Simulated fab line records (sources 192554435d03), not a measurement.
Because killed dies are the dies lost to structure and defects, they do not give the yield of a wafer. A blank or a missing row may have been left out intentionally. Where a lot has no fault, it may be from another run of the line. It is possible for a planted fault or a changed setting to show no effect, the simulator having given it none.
Which tool is to blame? / flow n5-finfet / 10 lots, 30 wafers sampled, at 1 step of a route of 1938

== WHAT EACH GAUGE READ, for each wafer ==
N5_SD_EPI_N_INSPECT_11: inspects for defects (macro).
lot=L993; measured=day 3 07:08; on=defect-inspect-01; raw-defect-count=1 2 3
lot=L994; measured=day 3 11:38; on=defect-inspect-02; raw-defect-count=4 1 1
lot=L996; measured=day 4 01:40; on=defect-inspect-01; raw-defect-count=2 1 2
lot=L999; measured=day 4 22:53; on=defect-inspect-02; raw-defect-count=2 2 4
lot=L100; measured=day 5 01:32; on=defect-inspect-02; raw-defect-count=3 1 1
lot=L103; measured=day 5 20:25; on=defect-inspect-02; raw-defect-count=3 0 1
lot=L106; measured=day 6 11:38; on=defect-inspect-02; raw-defect-count=1 2 2
lot=L110; measured=day 7 13:29; on=defect-inspect-01; raw-defect-count=2 6 2
lot=L112; measured=day 8 05:05; on=defect-inspect-02; raw-defect-count=2 2 1
lot=L114; measured=day 8 13:20; on=defect-inspect-01; raw-defect-count=3 0 1

== WHAT TOOL EACH LOT RAN ON (gives the tool, then ch and the chambers of the sampled wafers, and finally the start) ==
No process step before these readings appears in the record.

== THE ANSWER, worked out from the rows above alone ==
Rule: the lots themselves supply what counts as usual. Put in order of their means at a reading, lots are off if they are a third of the lots or fewer, leave a main group of 4 or more, and stand apart from it by a gap of 3 or more times the standard deviation of the main group's means; of several such gaps the widest counts. A main group whose means are all the same, to the digits that the tables above print for the reading, isn't used. Also off: a lot with no number at a reading for which 4 or more lots have one. Any other lot the step has rows for is counted as sound.
No lot is off at any reading shown: from this, nothing can be told.

== WHAT THE SIMULATOR HAD PUT IN ==
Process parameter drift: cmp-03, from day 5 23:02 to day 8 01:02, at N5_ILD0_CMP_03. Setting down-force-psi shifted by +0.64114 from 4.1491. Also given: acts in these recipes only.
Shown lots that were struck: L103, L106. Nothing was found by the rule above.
